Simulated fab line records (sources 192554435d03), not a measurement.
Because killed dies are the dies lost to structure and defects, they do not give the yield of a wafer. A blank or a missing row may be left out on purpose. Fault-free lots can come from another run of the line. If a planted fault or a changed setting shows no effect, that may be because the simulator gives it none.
Lot-split experiment :: flow n5 finfet :: route with 1938 steps; 7 lots, 39 wafers read

== ON THE SPLIT ==
At N5_BEOL_M15_SPUTTER_44 (material Ta, target thk 15 nm, time 24.19 s), the setting target thk a was moved away from the recipe's 150 angstrom on 15 of the 39 wafers read, by -48.3% to +57.6%. This setting was run at the recipe's value on the other wafers.

== FROM THE SPLIT TO THE READING: what the file shows between them, 3 steps ==
- N5_BEOL_M15_SPUTTER_45: material Cu, target thk 100 nm, time 16.67 s
- N5_BEOL_M15_ECD_47: material Cu, target thk 1860 nm
- N5_BEOL_M15_ANNEAL_48: time 90 s

== THE READING ==
barrier field endpoint s, in s, at N5_BEOL_M15_CMP_49 (polishes, stops on SiO2, t overpolish 4.9 s, target thk 850 nm). Fault-free wafers of this fab line usually give 11.47 s, standard deviation 0.25 s.

wafer: L076.2
tool, chamber at the split: pvd sputter-01, -
target thk a as run, angstrom: 150
against the recipe: recipe
barrier field endpoint s, s: 11.35
against lot-mates on the recipe: -

wafer: L076.4
tool, chamber at the split: pvd sputter-01, -
target thk a as run, angstrom: 150
against the recipe: recipe
barrier field endpoint s, s: 11.48
against lot-mates on the recipe: -

wafer: L076.1
tool, chamber at the split: pvd sputter-01, -
target thk a as run, angstrom: 150
against the recipe: recipe
barrier field endpoint s, s: 11.31
against lot-mates on the recipe: -

wafer: L076.3
tool, chamber at the split: pvd sputter-01, -
target thk a as run, angstrom: 150
against the recipe: recipe
barrier field endpoint s, s: 11.20
against lot-mates on the recipe: -

wafer: L076.6
tool, chamber at the split: pvd sputter-01, -
target thk a as run, angstrom: 150
against the recipe: recipe
barrier field endpoint s, s: 11.45
against lot-mates on the recipe: -

wafer: L076.5
tool, chamber at the split: pvd sputter-01, -
target thk a as run, angstrom: 150
against the recipe: recipe
barrier field endpoint s, s: 11.60
against lot-mates on the recipe: -

wafer: L079.1
tool, chamber at the split: pvd sputter-01, -
target thk a as run, angstrom: 150
against the recipe: recipe
barrier field endpoint s, s: 11.45
against lot-mates on the recipe: -

wafer: L079.4
tool, chamber at the split: pvd sputter-01, -
target thk a as run, angstrom: 150
against the recipe: recipe
barrier field endpoint s, s: 11.24
against lot-mates on the recipe: -

wafer: L079.5
tool, chamber at the split: pvd sputter-01, -
target thk a as run, angstrom: 150
against the recipe: recipe
barrier field endpoint s, s: 11.35
against lot-mates on the recipe: -

wafer: L084.2
tool, chamber at the split: pvd sputter-01, -
target thk a as run, angstrom: 199.9
against the recipe: +33.3%
barrier field endpoint s, s: 13.54
against lot-mates on the recipe: +1.61

wafer: L084.4
tool, chamber at the split: pvd sputter-01, -
target thk a as run, angstrom: 150
against the recipe: recipe
barrier field endpoint s, s: 11.46
against lot-mates on the recipe: -

wafer: L084.1
tool, chamber at the split: pvd sputter-01, -
target thk a as run, angstrom: 199.9
against the recipe: +33.3%
barrier field endpoint s, s: 13.71
against lot-mates on the recipe: +1.78

wafer: L084.3
tool, chamber at the split: pvd sputter-01, -
target thk a as run, angstrom: 150
against the recipe: recipe
barrier field endpoint s, s: 12.45
against lot-mates on the recipe: -

wafer: L084.5
tool, chamber at the split: pvd sputter-01, -
target thk a as run, angstrom: 199.9
against the recipe: +33.3%
barrier field endpoint s, s: 13.32
against lot-mates on the recipe: +1.39

wafer: L084.6
tool, chamber at the split: pvd sputter-01, -
target thk a as run, angstrom: 150
against the recipe: recipe
barrier field endpoint s, s: 11.89
against lot-mates on the recipe: -

wafer: L085.4
tool, chamber at the split: pvd sputter-03, -
target thk a as run, angstrom: 124.5
against the recipe: -17.0%
barrier field endpoint s, s: 10.17
against lot-mates on the recipe: -1.51

wafer: L085.3
tool, chamber at the split: pvd sputter-03, -
target thk a as run, angstrom: 150
against the recipe: recipe
barrier field endpoint s, s: 11.93
against lot-mates on the recipe: -

wafer: L085.1
tool, chamber at the split: pvd sputter-03, -
target thk a as run, angstrom: 124.5
against the recipe: -17.0%
barrier field endpoint s, s: 10.31
against lot-mates on the recipe: -1.37

wafer: L085.2
tool, chamber at the split: pvd sputter-03, -
target thk a as run, angstrom: 150
against the recipe: recipe
barrier field endpoint s, s: 11.32
against lot-mates on the recipe: -

wafer: L085.5
tool, chamber at the split: pvd sputter-03, -
target thk a as run, angstrom: 124.5
against the recipe: -17.0%
barrier field endpoint s, s: 10.46
against lot-mates on the recipe: -1.22

wafer: L085.6
tool, chamber at the split: pvd sputter-03, -
target thk a as run, angstrom: 150
against the recipe: recipe
barrier field endpoint s, s: 11.78
against lot-mates on the recipe: -

wafer: L088.3
tool, chamber at the split: pvd sputter-02, -
target thk a as run, angstrom: 77.62
against the recipe: -48.3%
barrier field endpoint s, s: 8.96
against lot-mates on the recipe: -2.62

wafer: L088.2
tool, chamber at the split: pvd sputter-02, -
target thk a as run, angstrom: 77.62
against the recipe: -48.3%
barrier field endpoint s, s: 8.77
against lot-mates on the recipe: -2.81

wafer: L088.1
tool, chamber at the split: pvd sputter-02, -
target thk a as run, angstrom: 77.62
against the recipe: -48.3%
barrier field endpoint s, s: 8.79
against lot-mates on the recipe: -2.79

wafer: L088.4
tool, chamber at the split: pvd sputter-02, -
target thk a as run, angstrom: 150
against the recipe: recipe
barrier field endpoint s, s: 11.59
against lot-mates on the recipe: -

wafer: L088.5
tool, chamber at the split: pvd sputter-02, -
target thk a as run, angstrom: 150
against the recipe: recipe
barrier field endpoint s, s: 11.36
against lot-mates on the recipe: -

wafer: L088.6
tool, chamber at the split: pvd sputter-02, -
target thk a as run, angstrom: 150
against the recipe: recipe
barrier field endpoint s, s: 11.80
against lot-mates on the recipe: -

wafer: L092.1
tool, chamber at the split: pvd sputter-02, -
target thk a as run, angstrom: 96.19
against the recipe: -35.9%
barrier field endpoint s, s: 9.43
against lot-mates on the recipe: -1.70

wafer: L092.2
tool, chamber at the split: pvd sputter-02, -
target thk a as run, angstrom: 150
against the recipe: recipe
barrier field endpoint s, s: 11.24
against lot-mates on the recipe: -

wafer: L092.4
tool, chamber at the split: pvd sputter-02, -
target thk a as run, angstrom: 150
against the recipe: recipe
barrier field endpoint s, s: 10.94
against lot-mates on the recipe: -

wafer: L092.3
tool, chamber at the split: pvd sputter-02, -
target thk a as run, angstrom: 96.19
against the recipe: -35.9%
barrier field endpoint s, s: 8.96
against lot-mates on the recipe: -2.17

wafer: L092.5
tool, chamber at the split: pvd sputter-02, -
target thk a as run, angstrom: 96.19
against the recipe: -35.9%
barrier field endpoint s, s: 9.29
against lot-mates on the recipe: -1.84

wafer: L092.6
tool, chamber at the split: pvd sputter-02, -
target thk a as run, angstrom: 150
against the recipe: recipe
barrier field endpoint s, s: 11.21
against lot-mates on the recipe: -

wafer: L097.2
tool, chamber at the split: pvd sputter-03, -
target thk a as run, angstrom: 236.4
against the recipe: +57.6%
barrier field endpoint s, s: 15.10
against lot-mates on the recipe: +3.56

wafer: L097.1
tool, chamber at the split: pvd sputter-03, -
target thk a as run, angstrom: 150
against the recipe: recipe
barrier field endpoint s, s: 11.58
against lot-mates on the recipe: -

wafer: L097.4
tool, chamber at the split: pvd sputter-03, -
target thk a as run, angstrom: 150
against the recipe: recipe
barrier field endpoint s, s: 11.61
against lot-mates on the recipe: -

wafer: L097.3
tool, chamber at the split: pvd sputter-03, -
target thk a as run, angstrom: 236.4
against the recipe: +57.6%
barrier field endpoint s, s: 14.85
against lot-mates on the recipe: +3.31

wafer: L097.6
tool, chamber at the split: pvd sputter-03, -
target thk a as run, angstrom: 150
against the recipe: recipe
barrier field endpoint s, s: 11.43
against lot-mates on the recipe: -

wafer: L097.5
tool, chamber at the split: pvd sputter-03, -
target thk a as run, angstrom: 236.4
against the recipe: +57.6%
barrier field endpoint s, s: 15.08
against lot-mates on the recipe: +3.54

THE FIT
A straight line over all 39 wafers: barrier field endpoint s changes by +0.06 s for each +1% of target thk a; r = +0.98; the points scatter about the line by 0.28 s.
The same after taking each lot's own level away (the mean of its wafers on the recipe; 39 wafers): +0.0572 s for each +1%; r = +0.99; scatter 0.24 s.
That fit puts the effect of the largest move of target thk a on the reading at 3.3 s.
Across the lots, their own levels run from 11.130 to 11.933 s, a range of 3.2 times the standard deviation given above.
The two slopes agree, so the slope changes little with the lot-to-lot level.
Check: for one of the wafers moved furthest among these (+57.6%), held out of the fit, the line's prediction against its lot-mates is +3.21 s. It came out at +3.56 s against them.

== FURTHER SPLITS ON THESE WAFERS ==
Before the reading, these wafers also passed through other splits. Each is held against what the fit with the lots' levels taken away leaves over:
other split on the same wafers: N5_BEOL_M12_SPUTTER_44 time s
wafers away from the commonest value: 12
r with barrier field endpoint s (lot level and that fit taken away): +0.02

other split on the same wafers: N5_BEOL_M14_SPUTTER_43 target thk a
wafers away from the commonest value: 9
r with barrier field endpoint s (lot level and that fit taken away): +0.02

== THE WHOLE CHAIN: every reading that the file lists as answering this split, in the file's order ==
step: N5_BEOL_M15_SPUTTER_44
what it does: material Ta, target thk 15 nm, time 24.19 s
reading: Ta_of_BEOL_M15_SPUTTER_44.thk nm (the simulator's own value, which no gauge read)
change (the file's fit): +0.149 nm for each +1% of the setting
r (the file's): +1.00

step: N5_BEOL_M15_CMP_49
what it does: polishes, stops on SiO2, t overpolish 4.9 s, target thk 850 nm
reading: barrier field endpoint s
change (the file's fit): +0.0573 s for each +1% of the setting
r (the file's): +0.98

== FILE'S OWN FIT ==
barrier field endpoint s changes by +0.0573 s for each +1% of target thk a, r = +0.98.
